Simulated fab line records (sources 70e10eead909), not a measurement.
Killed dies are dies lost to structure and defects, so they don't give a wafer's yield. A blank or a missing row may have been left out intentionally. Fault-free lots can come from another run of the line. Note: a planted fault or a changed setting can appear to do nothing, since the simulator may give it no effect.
Which of the tools did it? | flow nandHarc | 14 lots, 41 wafers sampled, at 4 steps of a route of 1302

== WHAT THE GAUGES SHOWED, per wafer ==
Not one reading of a measure or inspect step in the record can be checked against a usual standard deviation.

== WHICH TOOL RAN EACH LOT (tool, then ch and the chambers of the sampled wafers, then the start) ==
lot  | NHARC_A_WL_FILL_CVD_03       | NHARC_A_CONTACT_SOFTBAKE_37      | NHARC_A_CONTACT_ETCH_113           | NHARC_A_CONTACT_ETCH_115
L118 | cvdW-01 ch 0,1, day 21 03:11 | lithoTrack-06 ch 0, day 22 04:00 | harCapEtch-03 ch 0,1, day 22 06:45 | harCapEtch-03 ch 0,1, day 22 07:05
L119 | cvdW-02 ch 0,1, day 21 06:38 | lithoTrack-04 ch 0, day 22 04:00 | harCapEtch-02 ch 0,1, day 22 07:06 | harCapEtch-02 ch 0,1, day 22 07:26
L122 | cvdW-01 ch 0,1, day 21 20:46 | lithoTrack-04 ch 0, day 22 21:00 | harCapEtch-03 ch 0,1, day 23 00:38 | harCapEtch-03 ch 0,1, day 23 00:58
L123 | cvdW-02 ch 1, day 21 20:49   | lithoTrack-04 ch 0, day 22 22:00 | harCapEtch-02 ch 0,1, day 23 01:10 | harCapEtch-02 ch 0,1, day 23 01:31
L124 | cvdW-02 ch 0,1, day 23 04:52 | lithoTrack-06 ch 0, day 24 03:00 | harCapEtch-03 ch 1, day 24 06:54   | harCapEtch-03 ch 1, day 24 07:15
L127 | cvdW-01 ch 0,1, day 23 16:53 | lithoTrack-06 ch 0, day 24 17:00 | harCapEtch-02 ch 0,1, day 24 21:18 | harCapEtch-02 ch 0,1, day 24 21:38
L126 | cvdW-02 ch 0,1, day 23 16:58 | lithoTrack-06 ch 0, day 24 17:00 | harCapEtch-03 ch 0,1, day 24 20:05 | harCapEtch-03 ch 0,1, day 24 20:26
L128 | cvdW-02 ch 0,1, day 24 11:55 | lithoTrack-06 ch 0, day 25 12:00 | harCapEtch-02 ch 0,1, day 25 15:30 | harCapEtch-02 ch 0,1, day 25 15:50
L129 | cvdW-01 ch 0,1, day 24 21:16 | lithoTrack-01 ch 0, day 25 19:00 | harCapEtch-03 ch 0,1, day 25 22:35 | harCapEtch-03 ch 0,1, day 25 22:55
L136 | cvdW-02 ch 1, day 27 06:04   | lithoTrack-04 ch 0, day 28 04:00 | harCapEtch-02 ch 0, day 28 08:23   | harCapEtch-02 ch 0, day 28 08:43
L135 | cvdW-01 ch 0, day 27 06:19   | lithoTrack-04 ch 0, day 28 08:00 | harCapEtch-03 ch 0,1, day 28 11:04 | harCapEtch-03 ch 0,1, day 28 11:31
L134 | cvdW-01 ch 0,1, day 27 10:01 | lithoTrack-04 ch 0, day 28 08:00 | harCapEtch-01 ch 0,1, day 28 11:58 | harCapEtch-01 ch 0,1, day 28 12:19
L140 | cvdW-02 ch 0,1, day 29 15:25 | lithoTrack-01 ch 0, day 30 13:00 | harCapEtch-01 ch 0, day 30 16:25   | harCapEtch-01 ch 0, day 30 16:46
L141 | cvdW-01 ch 0,1, day 30 03:38 | lithoTrack-04 ch 0, day 31 03:00 | harCapEtch-02 ch 0,1, day 31 06:08 | harCapEtch-02 ch 0,1, day 31 06:29
- NHARC_A_WL_FILL_CVD_03: deposits W, target thk 40 nm, time 279 s.
- NHARC_A_CONTACT_SOFTBAKE_37: time 55 s.
- NHARC_A_CONTACT_ETCH_113: etches the open film in C4F8/O2/Ar, time 190 s, target depth 1850 nm.
- NHARC_A_CONTACT_ETCH_115: etches the open film in C4F8/O2/Ar, time 190 s, target depth 1850 nm.

== AS READ BY THE TOOLS THEMSELVES (means over the sampled wafers that have a number; for cases with no such wafer, the mark the record gives instead) ==
NHARC_A_WL_FILL_CVD_03.
lot  | tool    | heaterPowerW (W) | throttleValvePct (%)
L118 | cvdW-01 | 460              | 8.02
L119 | cvdW-02 | 541              | 7.99
L122 | cvdW-01 | 446              | 8.04
L123 | cvdW-02 | 534              | 8.02
L124 | cvdW-02 | 535              | 8.03
L127 | cvdW-01 | 447              | 8.15
L126 | cvdW-02 | 529              | 8.04
L128 | cvdW-02 | 534              | 8.08
L129 | cvdW-01 | 434              | 7.97
L136 | cvdW-02 | 530              | 8.25
L135 | cvdW-01 | 500              | 8.26
L134 | cvdW-01 | 468              | 8.12
L140 | cvdW-02 | 492              | 8.00
L141 | cvdW-01 | 466              | 8.15

NHARC_A_CONTACT_SOFTBAKE_37.
lot  | tool          | heaterPowerTotalW (W)
L118 | lithoTrack-06 | 188.49
L119 | lithoTrack-04 | 188.38
L122 | lithoTrack-04 | 188.47
L123 | lithoTrack-04 | 188.36
L124 | lithoTrack-06 | 188.40
L127 | lithoTrack-06 | 188.47
L126 | lithoTrack-06 | 188.61
L128 | lithoTrack-06 | 188.66
L129 | lithoTrack-01 | 188.47
L136 | lithoTrack-04 | 209.39
L135 | lithoTrack-04 | 195.62
L134 | lithoTrack-04 | 195.39
L140 | lithoTrack-01 | 188.41
L141 | lithoTrack-04 | 188.44

== THE ANSWER, worked out from the rows above alone ==
Rule: the lots themselves supply what counts as usual. Put in order of their means at a reading, lots are off if they are a third of the lots or fewer, leave a main group of 4 or more, and stand apart from it by a gap of 3 or more times the standard deviation of the main group's means; of several such gaps the widest counts. The tables above print the reading to a certain number of digits; a main group whose means all agree to those digits is not used. Also off: a lot with no number at a reading for which 4 or more lots have one. Any other lot the step has rows for is counted as sound. First the gauges in route order, then the tools' own readings, where a lot's mean is used as printed above. At the first step where some lot is off, the reading lying furthest off is the one used; lots without a number count as furthest.
Off: L136, L135, L134, at NHARC_A_CONTACT_SOFTBAKE_37 (heaterPowerTotalW). The main group: mean 188.47 W, standard deviation 0.088.
A tool fits if, at that step or a process step before it, it ran every lot that is off, and no sound lot after the first of them. Not one of the candidates tried fits.

== WHAT WAS PUT IN BY THE SIMULATOR ==
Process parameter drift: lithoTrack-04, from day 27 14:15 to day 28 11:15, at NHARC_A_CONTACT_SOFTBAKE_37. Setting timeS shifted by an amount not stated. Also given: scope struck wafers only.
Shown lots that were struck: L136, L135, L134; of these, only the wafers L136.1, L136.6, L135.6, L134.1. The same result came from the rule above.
